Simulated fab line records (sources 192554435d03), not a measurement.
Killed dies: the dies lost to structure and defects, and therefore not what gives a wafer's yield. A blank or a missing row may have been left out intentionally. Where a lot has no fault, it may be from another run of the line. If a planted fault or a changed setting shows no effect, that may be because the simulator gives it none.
fab line records	flow n5-finfet
record: lots: 24	wafers: 72	last-day: 18
route steps=1938 shown BEOL_M2@906
lots with no fault: from the same line, run without faults
start-h: start of the lot's first displayed wafer, in hours after the record's first day	wait-h: hours since the lot's step before	" the same as in the row above	L1.1+2: a row that stands for several wafers	- value missing, or start not given	* or withheld: withheld	< > ~ a bound
route shown NAME@n: names a module that has steps shown in the file, with the first one's number in the route	usual: mean/standard deviation of fault-free wafers	same: alike in all rows	chamber/n: place in a boat	sites: each site's reading	_std_site: the standard deviation of these	_edge_site: the outer-site mean with the inner-site mean subtracted	radius-mm: for every site, how far away it sits from the centre of the wafer	mask NAME#n: copy n	behind: the tool/chamber that last shaped the wafer	hold: what put the lot on hold/how long, in hours/how the hold closed	device: names the non-switching transistor (n, p or np)	end of line: the tests these same wafers got at the end of their route	step lacking rows: just its recipe	killed: not the wafer's yield, but the dies lost to structure and defects at the first sort	map: a wafer's dies, x killed, . not, _ none there
set.NAME: the run value of the setting; set.NAME@STEP: its run value at that earlier step	model.NAME: the simulator's own value behind a step, which no gauge read
the route's steps for a sample of lots (tables are steps, rows are wafers)
services: a tool's chamber out of use, with start hour (start-h, from the record's first day; less than 0 if before it), hours out, and reason
== steps ==
step: N5_BEOL_M2_SPUTTER_79
recipe: material: Cu	target-thk-a: 45	temp-c: -20	chamber-pressure-pa: 0.07	power-w: withheld	time-s: 8.29
usual: throttle-valve-pct: 30.1/1.1
lot.wafer	tool	chamber	start-h	wait-h	throttle-valve-pct
L074.1	pvd-sputter-01	-	157.20	0.1	29.5
L074.2	"	-	"	"	29.6
L074.3	"	-	"	"	30.1
L075.1	pvd-sputter-03	-	160.35	0.1	30.2
L075.5	"	-	"	"	31.3
L075.6	"	-	"	"	28.2
L077.1	pvd-sputter-01	-	163.18	0.1	29.3
L077.5	"	-	"	"	29.8
L077.6	"	-	"	"	29.9
L076.1	pvd-sputter-03	-	166.09	0.1	28.3
L076.3	"	-	"	"	31.3
L076.4	"	-	"	"	30.3
L078.3	pvd-sputter-03	-	170.10	0.1	30.3
L078.4	"	-	"	"	31.5
L078.6	"	-	"	"	28.5
L079.2	pvd-sputter-03	-	171.94	0.1	28.6
L079.3	"	-	"	"	31.4
L079.4	"	-	"	"	31.1
L080.1	pvd-sputter-02	-	175.27	0.1	29.5
L080.3	"	-	"	"	31.3
L080.5	"	-	"	"	30.8
L081.1	pvd-sputter-03	-	186.88	0.1	30.0
L081.4	"	-	"	"	31.4
L081.6	"	-	"	"	30.0
L083.2	pvd-sputter-01	-	194.88	0.1	29.5
L083.5	"	-	"	"	32.0
L083.6	"	-	"	"	29.7
L082.1	pvd-sputter-02	-	199.40	0.1	30.7
L082.4	"	-	"	"	31.0
L082.5	"	-	"	"	31.3
L084.1	pvd-sputter-01	-	223.95	0.1	29.5
L084.4	"	-	"	"	32.0
L084.5	"	-	"	"	32.2
L085.1	pvd-sputter-01	-	226.99	0.1	30.0
L085.4	"	-	"	"	29.3
L085.6	"	-	"	"	31.8
L086.1	pvd-sputter-02	-	228.70	0.1	28.2
L086.4	"	-	"	"	30.4
L086.5	"	-	"	"	28.4
L087.3	pvd-sputter-01	-	233.88	0.1	29.5
L087.4	"	-	"	"	29.9
L087.6	"	-	"	"	29.6
L089.1	pvd-sputter-02	-	237.27	0.1	28.2
L089.2	"	-	"	"	29.6
L089.4	"	-	"	"	31.1
L088.1	pvd-sputter-01	-	240.50	0.1	29.5
L088.2	"	-	"	"	32.0
L088.6	"	-	"	"	29.5
L090.1	pvd-sputter-02	-	240.75	0.1	29.4
L090.2	"	-	"	"	30.7
L090.3	"	-	"	"	28.3
L092.1	pvd-sputter-03	-	254.46	0.1	28.4
L092.2	"	-	"	"	31.3
L092.3	"	-	"	"	30.5
L091.1	pvd-sputter-03	-	257.94	0.1	30.2
L091.4	"	-	"	"	28.3
L091.6	"	-	"	"	30.5
L093.3	pvd-sputter-03	-	259.92	0.1	30.3
L093.4	"	-	"	"	31.1
L093.6	"	-	"	"	31.5
L094.1	pvd-sputter-03	-	264.22	0.1	30.1
L094.4	"	-	"	"	31.5
L094.6	"	-	"	"	28.2
L095.2	pvd-sputter-02	-	271.46	0.1	30.8
L095.3	"	-	"	"	29.4
L095.6	"	-	"	"	30.7
L096.1	pvd-sputter-02	-	280.44	0.1	28.4
L096.2	"	-	"	"	29.4
L096.5	"	-	"	"	29.8
L097.1	pvd-sputter-02	-	300.72	0.1	28.4
L097.4	"	-	"	"	29.6
L097.6	"	-	"	"	29.7
step: N5_BEOL_M2_ANNEAL_80
recipe: temp-c: 400	time-s: 240	ambient: vacuum
usual: heater-power-w: 821/93
lot.wafer	tool	chamber	start-h	wait-h	heater-power-w
L074.1	pvd-sputter-01	-	157.28	0.0	947
L074.2	"	-	"	"	951
L074.3	"	-	"	"	615
L075.1	pvd-sputter-03	-	160.43	0.0	889
L075.5	"	-	"	"	824
L075.6	"	-	"	"	864
L077.1	pvd-sputter-01	-	163.26	0.0	939
L077.5	"	-	"	"	611
L077.6	"	-	"	"	935
L076.1	pvd-sputter-03	-	166.17	0.0	870
L076.3	"	-	"	"	846
L076.4	"	-	"	"	906
L078.3	pvd-sputter-03	-	170.18	0.0	905
L078.4	"	-	"	"	821
L078.6	"	-	"	"	881
L079.2	pvd-sputter-03	-	172.02	0.0	874
L079.3	"	-	"	"	835
L079.4	"	-	"	"	847
L080.1	pvd-sputter-02	-	175.35	0.0	725
L080.3	"	-	"	"	916
L080.5	"	-	"	"	768
L081.1	pvd-sputter-03	-	186.96	0.0	817
L081.4	"	-	"	"	837
L081.6	"	-	"	"	823
L083.2	pvd-sputter-01	-	194.96	0.0	941
L083.5	"	-	"	"	712
L083.6	"	-	"	"	964
L082.1	pvd-sputter-02	-	199.48	0.0	745
L082.4	"	-	"	"	910
L082.5	"	-	"	"	903
L084.1	pvd-sputter-01	-	224.03	0.0	954
L084.4	"	-	"	"	705
L084.5	"	-	"	"	722
L085.1	pvd-sputter-01	-	227.07	0.0	616
L085.4	"	-	"	"	976
L085.6	"	-	"	"	692
L086.1	pvd-sputter-02	-	228.78	0.0	790
L086.4	"	-	"	"	753
L086.5	"	-	"	"	776
L087.3	pvd-sputter-01	-	233.96	0.0	962
L087.4	"	-	"	"	600
L087.6	"	-	"	"	965
L089.1	pvd-sputter-02	-	237.35	0.0	783
L089.2	"	-	"	"	719
L089.4	"	-	"	"	873
L088.1	pvd-sputter-01	-	240.58	0.0	957
L088.2	"	-	"	"	718
L088.6	"	-	"	"	940
L090.1	pvd-sputter-02	-	240.83	0.0	725
L090.2	"	-	"	"	761
L090.3	"	-	"	"	817
L092.1	pvd-sputter-03	-	254.54	0.0	860
L092.2	"	-	"	"	843
L092.3	"	-	"	"	927
L091.1	pvd-sputter-03	-	258.02	0.0	903
L091.4	"	-	"	"	857
L091.6	"	-	"	"	884
L093.3	pvd-sputter-03	-	260.00	0.0	911
L093.4	"	-	"	"	856
L093.6	"	-	"	"	857
L094.1	pvd-sputter-03	-	264.30	0.0	821
L094.4	"	-	"	"	842
L094.6	"	-	"	"	871
L095.2	pvd-sputter-02	-	271.54	0.0	754
L095.3	"	-	"	"	719
L095.6	"	-	"	"	761
L096.1	pvd-sputter-02	-	280.52	0.0	784
L096.2	"	-	"	"	731
L096.5	"	-	"	"	716
L097.1	pvd-sputter-02	-	300.80	0.0	790
L097.4	"	-	"	"	730
L097.6	"	-	"	"	710
step: N5_BEOL_M2_ANNEAL_82
recipe: temp-c: 400	time-s: 240	ambient: vacuum
usual: heater-power-w: 823/92
lot.wafer	tool	chamber	start-h	wait-h	heater-power-w
L074.1	pvd-sputter-01	-	157.50	0.0	936
L074.2	"	-	"	"	935
L074.3	"	-	"	"	626
L075.1	pvd-sputter-03	-	160.65	0.0	924
L075.5	"	-	"	"	818
L075.6	"	-	"	"	869
L077.1	pvd-sputter-01	-	163.48	0.0	932
L077.5	"	-	"	"	615
L077.6	"	-	"	"	932
L076.1	pvd-sputter-03	-	166.39	0.0	883
L076.3	"	-	"	"	833
L076.4	"	-	"	"	929
L078.3	pvd-sputter-03	-	170.40	0.0	914
L078.4	"	-	"	"	835
L078.6	"	-	"	"	879
L079.2	pvd-sputter-03	-	172.24	0.0	873
L079.3	"	-	"	"	839
L079.4	"	-	"	"	848
L080.1	pvd-sputter-02	-	175.57	0.0	728
L080.3	"	-	"	"	914
L080.5	"	-	"	"	783
L081.1	pvd-sputter-03	-	187.18	0.0	824
L081.4	"	-	"	"	844
L081.6	"	-	"	"	824
L083.2	pvd-sputter-01	-	195.18	0.0	959
L083.5	"	-	"	"	726
L083.6	"	-	"	"	975
L082.1	pvd-sputter-02	-	199.70	0.0	746
L082.4	"	-	"	"	898
L082.5	"	-	"	"	914
L084.1	pvd-sputter-01	-	224.25	0.0	951
L084.4	"	-	"	"	732
L084.5	"	-	"	"	730
L085.1	pvd-sputter-01	-	227.29	0.0	630
L085.4	"	-	"	"	953
L085.6	"	-	"	"	719
L086.1	pvd-sputter-02	-	229.00	0.0	794
L086.4	"	-	"	"	764
L086.5	"	-	"	"	778
L087.3	pvd-sputter-01	-	234.18	0.0	922
L087.4	"	-	"	"	616
L087.6	"	-	"	"	951
L089.1	pvd-sputter-02	-	237.57	0.0	779
L089.2	"	-	"	"	707
L089.4	"	-	"	"	940
L088.1	pvd-sputter-01	-	240.80	0.0	932
L088.2	"	-	"	"	721
L088.6	"	-	"	"	901
L090.1	pvd-sputter-02	-	241.05	0.0	749
L090.2	"	-	"	"	724
L090.3	"	-	"	"	784
L092.1	pvd-sputter-03	-	254.76	0.0	864
L092.2	"	-	"	"	856
L092.3	"	-	"	"	903
L091.1	pvd-sputter-03	-	258.24	0.0	886
L091.4	"	-	"	"	876
L091.6	"	-	"	"	893
L093.3	pvd-sputter-03	-	260.22	0.0	893
L093.4	"	-	"	"	822
L093.6	"	-	"	"	845
L094.1	pvd-sputter-03	-	264.52	0.0	832
L094.4	"	-	"	"	840
L094.6	"	-	"	"	864
L095.2	pvd-sputter-02	-	271.76	0.0	760
L095.3	"	-	"	"	724
L095.6	"	-	"	"	756
L096.1	pvd-sputter-02	-	280.74	0.0	782
L096.2	"	-	"	"	713
L096.5	"	-	"	"	720
L097.1	pvd-sputter-02	-	301.02	0.0	779
L097.4	"	-	"	"	737
L097.6	"	-	"	"	718
step: N5_BEOL_M2_ANNEAL_89
recipe: temp-c: 400	time-s: 240	ambient: vacuum
usual: heater-power-w: 823/93
lot.wafer	tool	chamber	start-h	wait-h	heater-power-w
L074.1	pvd-sputter-01	-	157.94	0.0	951
L074.2	"	-	"	"	928
L074.3	"	-	"	"	628
L075.1	pvd-sputter-03	-	161.09	0.0	886
L075.5	"	-	"	"	830
L075.6	"	-	"	"	877
L077.1	pvd-sputter-01	-	163.92	0.0	967
L077.5	"	-	"	"	614
L077.6	"	-	"	"	899
L076.1	pvd-sputter-03	-	166.83	0.0	880
L076.3	"	-	"	"	854
L076.4	"	-	"	"	886
L078.3	pvd-sputter-03	-	170.84	0.0	897
L078.4	"	-	"	"	833
L078.6	"	-	"	"	877
L079.2	pvd-sputter-03	-	172.68	0.0	872
L079.3	"	-	"	"	843
L079.4	"	-	"	"	841
L080.1	pvd-sputter-02	-	176.01	0.0	739
L080.3	"	-	"	"	910
L080.5	"	-	"	"	753
L081.1	pvd-sputter-03	-	187.62	0.0	824
L081.4	"	-	"	"	814
L081.6	"	-	"	"	814
L083.2	pvd-sputter-01	-	195.62	0.0	961
L083.5	"	-	"	"	709
L083.6	"	-	"	"	966
L082.1	pvd-sputter-02	-	200.14	0.0	769
L082.4	"	-	"	"	923
L082.5	"	-	"	"	921
L084.1	pvd-sputter-01	-	224.69	0.0	921
L084.4	"	-	"	"	701
L084.5	"	-	"	"	716
L085.1	pvd-sputter-01	-	227.73	0.0	626
L085.4	"	-	"	"	952
L085.6	"	-	"	"	713
L086.1	pvd-sputter-02	-	229.44	0.0	784
L086.4	"	-	"	"	744
L086.5	"	-	"	"	773
L087.3	pvd-sputter-01	-	234.62	0.0	953
L087.4	"	-	"	"	614
L087.6	"	-	"	"	964
L089.1	pvd-sputter-02	-	238.01	0.0	807
L089.2	"	-	"	"	718
L089.4	"	-	"	"	902
L088.1	pvd-sputter-01	-	241.24	0.0	963
L088.2	"	-	"	"	718
L088.6	"	-	"	"	939
L090.1	pvd-sputter-02	-	241.49	0.0	731
L090.2	"	-	"	"	744
L090.3	"	-	"	"	809
L092.1	pvd-sputter-03	-	255.20	0.0	869
L092.2	"	-	"	"	853
L092.3	"	-	"	"	891
L091.1	pvd-sputter-03	-	258.68	0.0	898
L091.4	"	-	"	"	872
L091.6	"	-	"	"	917
L093.3	pvd-sputter-03	-	260.66	0.0	907
L093.4	"	-	"	"	820
L093.6	"	-	"	"	842
L094.1	pvd-sputter-03	-	264.96	0.0	825
L094.4	"	-	"	"	847
L094.6	"	-	"	"	875
L095.2	pvd-sputter-02	-	272.20	0.0	765
L095.3	"	-	"	"	714
L095.6	"	-	"	"	763
L096.1	pvd-sputter-02	-	281.18	0.0	789
L096.2	"	-	"	"	715
L096.5	"	-	"	"	742
L097.1	pvd-sputter-02	-	301.46	0.0	767
L097.4	"	-	"	"	712
L097.6	"	-	"	"	721
step: N5_BEOL_M2_ANNEAL_91
recipe: temp-c: 400	time-s: 240	ambient: vacuum
usual: heater-power-w: 822/93
lot.wafer	tool	chamber	start-h	wait-h	heater-power-w
L074.1	pvd-sputter-01	-	158.16	0.0	945
L074.2	"	-	"	"	919
L074.3	"	-	"	"	617
L075.1	pvd-sputter-03	-	161.31	0.0	907
L075.5	"	-	"	"	826
L075.6	"	-	"	"	901
L077.1	pvd-sputter-01	-	164.14	0.0	956
L077.5	"	-	"	"	622
L077.6	"	-	"	"	935
L076.1	pvd-sputter-03	-	167.05	0.0	861
L076.3	"	-	"	"	826
L076.4	"	-	"	"	928
L078.3	pvd-sputter-03	-	171.06	0.0	884
L078.4	"	-	"	"	824
L078.6	"	-	"	"	881
L079.2	pvd-sputter-03	-	172.90	0.0	868
L079.3	"	-	"	"	822
L079.4	"	-	"	"	857
L080.1	pvd-sputter-02	-	176.23	0.0	731
L080.3	"	-	"	"	930
L080.5	"	-	"	"	748
L081.1	pvd-sputter-03	-	187.84	0.0	819
L081.4	"	-	"	"	822
L081.6	"	-	"	"	815
L083.2	pvd-sputter-01	-	195.84	0.0	926
L083.5	"	-	"	"	702
L083.6	"	-	"	"	957
L082.1	pvd-sputter-02	-	200.36	0.0	757
L082.4	"	-	"	"	894
L082.5	"	-	"	"	903
L084.1	pvd-sputter-01	-	224.91	0.0	929
L084.4	"	-	"	"	705
L084.5	"	-	"	"	713
L085.1	pvd-sputter-01	-	227.95	0.0	629
L085.4	"	-	"	"	963
L085.6	"	-	"	"	724
L086.1	pvd-sputter-02	-	229.66	0.0	796
L086.4	"	-	"	"	768
L086.5	"	-	"	"	785
L087.3	pvd-sputter-01	-	234.84	0.0	965
L087.4	"	-	"	"	607
L087.6	"	-	"	"	968
L089.1	pvd-sputter-02	-	238.23	0.0	795
L089.2	"	-	"	"	728
L089.4	"	-	"	"	909
L088.1	pvd-sputter-01	-	241.46	0.0	932
L088.2	"	-	"	"	718
L088.6	"	-	"	"	931
L090.1	pvd-sputter-02	-	241.71	0.0	712
L090.2	"	-	"	"	754
L090.3	"	-	"	"	787
L092.1	pvd-sputter-03	-	255.42	0.0	835
L092.2	"	-	"	"	837
L092.3	"	-	"	"	889
L091.1	pvd-sputter-03	-	258.90	0.0	881
L091.4	"	-	"	"	855
L091.6	"	-	"	"	901
L093.3	pvd-sputter-03	-	260.88	0.0	898
L093.4	"	-	"	"	856
L093.6	"	-	"	"	819
L094.1	pvd-sputter-03	-	265.18	0.0	808
L094.4	"	-	"	"	839
L094.6	"	-	"	"	861
L095.2	pvd-sputter-02	-	272.42	0.0	757
L095.3	"	-	"	"	704
L095.6	"	-	"	"	762
L096.1	pvd-sputter-02	-	281.40	0.0	789
L096.2	"	-	"	"	737
L096.5	"	-	"	"	712
L097.1	pvd-sputter-02	-	301.68	0.0	826
L097.4	"	-	"	"	724
L097.6	"	-	"	"	731
step: N5_BEOL_M2_CMP_52
recipe: stop-on: SiOC	t-overpolish-s: 6.8	down-force-psi: 1	platen-rpm: 50	clearing-platen-down-force-psi: 1.5	clearing-platen-rpm: 50	post-cmp-clean: cu-alkaline	target-thk-nm: 40	clearing-platen-pad-velocity-m-s: 0.99484	pad-velocity-m-s: 0.99484
usual: barrier-field-endpoint-s: 24.4/0.51	clearing-platen-down-force-psi: 1.5002/0.0029	motor-current-A: 5.9/0.47	overpolish-run-s: 6.800/0.0092	platen-rpm: 50.00/0.035	time-to-endpoint-s: 61.9/2.8
lot.wafer	tool	chamber	start-h	wait-h	barrier-field-endpoint-s	clearing-platen-down-force-psi	motor-current-A	overpolish-run-s	platen-rpm	time-to-endpoint-s
L074.2	cmp-01	0	159.25	0.2	24.6	1.5015	5.6	6.796	50.06	63.9
L074.3	"	2	"	"	25.2	1.4975	5.5	6.784	49.99	67.0
L074.1	"	3	"	"	24.4	1.5004	6.5	6.793	50.01	65.0
L075.1	cmp-01	0	162.46	0.3	25.2	1.5027	5.7	6.783	50.01	65.9
L075.6	"	2	"	"	25.0	1.4970	5.7	6.787	50.06	63.7
L075.5	"	3	"	"	26.1	1.5012	6.3	6.814	49.96	66.8
L077.1	cmp-04	0	165.76	0.8	24.3	1.4986	5.4	6.809	50.03	60.0
L077.6	"	1	"	"	24.8	1.4997	6.1	6.810	50.01	62.1
L077.5	"	2	"	"	24.6	1.5026	6.8	6.799	49.99	61.8
L076.1	cmp-04	3	168.13	0.3	24.2	1.5011	5.4	6.792	50.00	60.6
L076.3	"	1	"	"	24.1	1.4959	6.0	6.799	50.03	57.9
L076.4	"	2	"	"	23.8	1.4978	6.7	6.790	49.97	58.4
L078.4	cmp-01	3	172.17	0.2	24.9	1.5022	6.3	6.793	50.01	67.2
L078.3	"	1	"	"	24.7	1.5038	6.1	6.807	50.05	63.7
L078.6	"	3	"	"	25.4	1.4971	6.2	6.787	50.00	63.8
L079.4	cmp-02	0	173.98	0.1	24.0	1.5011	5.2	6.825	50.06	59.0
L079.3	"	1	"	"	24.1	1.4988	6.1	6.805	49.99	61.3
L079.2	"	3	"	"	23.9	1.4993	5.8	6.801	49.99	64.7
L080.3	cmp-02	0	177.31	0.2	23.6	1.5045	5.1	6.785	49.94	58.8
L080.1	"	3	"	"	23.6	1.5027	5.7	6.790	50.00	58.1
L080.5	"	0	"	"	24.5	1.5025	5.4	6.796	50.00	58.6
L081.4	cmp-04	1	188.92	0.1	24.9	1.4970	5.9	6.800	49.99	64.7
L081.1	"	0	"	"	23.9	1.4979	5.7	6.788	49.97	60.7
L081.6	"	1	"	"	24.4	1.5014	6.2	6.802	49.95	63.0
L083.2	cmp-01	1	197.25	0.3	24.5	1.5040	6.7	6.814	49.98	65.6
L083.5	"	3	"	"	25.3	1.4989	6.6	6.803	49.93	66.1
L083.6	"	0	"	"	24.6	1.4907	5.9	6.799	49.98	66.1
L082.4	cmp-01	2	201.59	0.2	24.6	1.5012	5.8	6.786	49.96	61.8
L082.1	"	1	"	"	24.6	1.4955	6.1	6.804	49.99	63.0
L082.5	"	3	"	"	25.4	1.5031	6.7	6.820	50.01	64.8
L084.4	cmp-01	2	225.98	0.1	24.5	1.5001	5.3	6.799	49.99	62.7
L084.1	"	1	"	"	24.3	1.5088	6.2	6.810	50.03	63.2
L084.5	"	2	"	"	24.8	1.4983	5.4	6.792	50.00	61.0
L085.4	cmp-04	1	229.70	0.3	24.2	1.4964	6.1	6.796	50.05	58.6
L085.1	"	2	"	"	25.3	1.4997	6.7	6.804	50.04	62.0
L085.6	"	0	"	"	25.1	1.5013	5.6	6.798	50.00	61.2
L086.4	cmp-02	3	230.73	0.1	24.6	1.4988	5.4	6.806	50.01	60.3
L086.1	"	2	"	"	24.1	1.5060	5.5	6.797	50.02	60.7
L086.5	"	0	"	"	24.1	1.5006	5.3	6.788	50.00	58.9
L087.3	cmp-01	0	235.95	0.2	24.0	1.5009	5.9	6.803	49.99	58.6
L087.4	"	2	"	"	23.7	1.4975	5.3	6.808	50.02	59.0
L087.6	"	0	"	"	24.3	1.5020	6.0	6.806	49.99	59.2
L089.1	cmp-02	1	239.46	0.3	23.9	1.5016	6.2	6.804	50.05	59.3
L089.2	"	3	"	"	23.8	1.5029	5.6	6.794	50.04	58.6
L089.4	"	0	"	"	24.4	1.4954	5.1	6.817	50.08	57.9
L088.2	cmp-04	0	242.53	0.2	24.0	1.5047	5.4	6.807	50.08	56.8
L088.1	"	1	"	"	24.4	1.4992	6.1	6.805	49.93	58.2
L088.6	"	0	"	"	24.5	1.5042	5.4	6.816	50.00	56.8
L090.3	cmp-02	0	242.79	0.2	23.7	1.5035	5.2	6.795	49.98	60.4
L090.2	"	2	"	"	23.7	1.4998	5.3	6.791	50.01	59.9
L090.1	"	3	"	"	24.8	1.4965	5.6	6.799	50.02	68.0
L092.1	cmp-01	3	256.51	0.3	24.5	1.4975	6.3	6.807	49.97	58.4
L092.3	"	1	"	"	23.5	1.5000	6.2	6.786	50.02	61.5
L092.2	"	2	"	"	24.4	1.4967	5.5	6.800	49.96	61.3
L091.4	cmp-01	0	260.16	0.1	25.0	1.5070	5.8	6.811	50.00	65.0
L091.1	"	2	"	"	23.6	1.4979	5.6	6.793	49.95	61.8
L091.6	"	0	"	"	24.8	1.5018	5.9	6.798	50.01	62.8
L093.3	cmp-01	2	261.95	0.2	24.2	1.4993	5.6	6.791	49.98	61.9
L093.4	"	1	"	"	24.3	1.5011	6.1	6.791	49.99	60.9
L093.6	"	3	"	"	25.0	1.4981	6.2	6.793	50.01	63.9
L094.4	cmp-02	1	266.29	0.2	24.4	1.5009	6.3	6.806	50.00	64.1
L094.1	"	3	"	"	24.3	1.4973	5.6	6.792	50.00	63.2
L094.6	"	0	"	"	24.2	1.5005	5.2	6.799	49.96	60.4
L095.2	cmp-01	0	273.49	0.2	24.4	1.5017	6.0	6.792	49.96	62.9
L095.3	"	1	"	"	24.6	1.5005	6.3	6.808	49.96	64.0
L095.6	"	0	"	"	25.0	1.5002	6.0	6.792	50.04	68.5
L096.2	cmp-04	0	282.51	0.2	24.0	1.5026	5.4	6.800	50.02	60.4
L096.1	"	2	"	"	24.0	1.5049	7.3	6.808	49.99	62.4
L096.5	"	0	"	"	24.6	1.4970	5.5	6.795	49.97	63.5
L097.4	cmp-01	3	303.03	0.4	24.8	1.5008	6.2	6.796	49.99	64.0
L097.1	"	1	"	"	24.5	1.5024	6.2	6.815	50.00	61.2
L097.6	"	0	"	"	25.4	1.5015	5.5	6.797	49.94	61.2
== services ==
tool	chamber	start-h	hours	kind
cmp-04	-	134.97	0.8	repair
pvd-sputter-02	-	137.70	5.1	repair
cmp-01	-	139.81	3.7	pm
cmp-04	-	145.28	1.4	repair
cmp-02	-	160.82	0.3	repair
cmp-01	-	182.05	0.7	repair
cmp-04	-	191.68	0.3	repair
cmp-02	-	205.70	5.9	pm
cmp-01	-	247.09	1.8	repair
cmp-02	-	247.15	4.0	pm
cmp-02	-	251.15	-	consumable-replace:conditioner
cmp-02	-	251.15	-	consumable-replace:pad
cmp-04	-	252.97	1.8	repair
cmp-02	-	256.86	1.4	repair
cmp-01	-	268.50	4.0	pm
pvd-sputter-03	-	271.86	1.3	repair
cmp-01	-	272.50	-	consumable-replace:conditioner
cmp-01	-	272.50	-	consumable-replace:pad
cmp-01	-	279.79	0.9	repair
cmp-04	-	301.93	4.0	pm
== key ==
fault none
